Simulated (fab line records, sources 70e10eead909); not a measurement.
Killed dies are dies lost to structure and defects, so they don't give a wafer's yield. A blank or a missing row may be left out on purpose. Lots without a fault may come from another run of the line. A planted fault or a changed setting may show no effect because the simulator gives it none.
A struck lot beside a sound one | flow nand_harc | 14 steps out of a route of 1302
Sound: wafers L914.1, L914.4, L914.5. Struck: wafers L925.1, L925.3, L925.6. The cause comes at the end.
At each step with rows: each side's tool, then ch and its chambers, then its first start. Under that, the readings that differ: sound wafers | struck wafers | difference of the means | sigmas: that difference in standard deviations of wafers without a fault.
alike: readings whose means differ by less than 2 such deviations, and words and numbers that are the same on both sides. not compared: withheld readings, readings that some wafer has no value for, bounds like >300 that may hide the same value, and numbers for which the record gives no deviation and whose values overlap.
The two part at a step that has a row with sigmas, a row that says differs or no value, or rows on one side only. Numbers that don't overlap but have no deviation are shown without sigmas and don't part them. A reading that every wafer of one side lacks parts them only if that side has two wafers or more.

first, 1 step without rows for these wafers: NHARC_A_ONON_D1_DEP_00 (target thk 1000 nm).
NHARC_A_ONON_D1_THK_MEAS_02: measures by ellipsometry.
  sound on film_metro-02, day 12 11:16; struck on film_metro-01, day 16 22:34
  alike: thk_nm
then, 1 step without rows for these wafers: NHARC_A_ONON_D1_DEP_03 (target thk 1000 nm).
NHARC_A_ONON_D1_THK_MEAS_05: measures by ellipsometry.
  sound on film_metro-02, day 12 11:58; struck on film_metro-02, day 16 23:07
  alike: thk_nm
then, 1 step without rows for these wafers: NHARC_A_ONON_D1_DEP_06 (target thk 1000 nm).
NHARC_A_ONON_D1_THK_MEAS_08: measures by ellipsometry.
  sound on film_metro-02, day 12 12:40; struck on film_metro-02, day 16 23:41
  reading     | sound          | struck        | difference | sigmas
  thk_nm (nm) | 1022 1020 1021 | 998 1000 1001 | -21        | -2
then, 1 step without rows for these wafers: NHARC_A_ONON_D1_DEP_09 (target thk 1000 nm).
NHARC_A_ONON_D1_THK_MEAS_11: measures by ellipsometry.
  sound on film_metro-01, day 12 13:22; struck on film_metro-02, day 17 00:16
  alike: thk_nm
then, 1 step without rows for these wafers: NHARC_A_ONON_D1_DEP_12 (target thk 1000 nm).
NHARC_A_ONON_D1_THK_MEAS_14: measures by ellipsometry.
  sound on film_metro-02, day 12 13:55; struck on film_metro-01, day 17 00:49
  alike: thk_nm
then, 1 step without rows for these wafers: NHARC_A_ONON_D1_ANNEAL_15 (time 3600 s).
NHARC_A_ONON_D1_DEP_16: target thk 1000 nm.
  sound on pecvd_onon-01 ch 0, day 12 21:15; struck on pecvd_onon-02 ch 0, day 17 09:22
NHARC_A_ONON_D1_THK_MEAS_18: measures by ellipsometry.
  sound on film_metro-02, day 12 21:45; struck on film_metro-02, day 17 10:03
  reading     | sound       | struck         | difference | sigmas
  thk_nm (nm) | 985 984 985 | 1449 1447 1450 | +464       | +66
  not compared: hold
NHARC_END_SORT_01:
  the record has rows for the sound wafers here (prober-02 ch 0, day 29 00:58) and none for the struck ones

WHERE THEY PART
First at NHARC_A_ONON_D1_THK_MEAS_08; last, within this record, at NHARC_END_SORT_01.

WHY: what the simulator had put in
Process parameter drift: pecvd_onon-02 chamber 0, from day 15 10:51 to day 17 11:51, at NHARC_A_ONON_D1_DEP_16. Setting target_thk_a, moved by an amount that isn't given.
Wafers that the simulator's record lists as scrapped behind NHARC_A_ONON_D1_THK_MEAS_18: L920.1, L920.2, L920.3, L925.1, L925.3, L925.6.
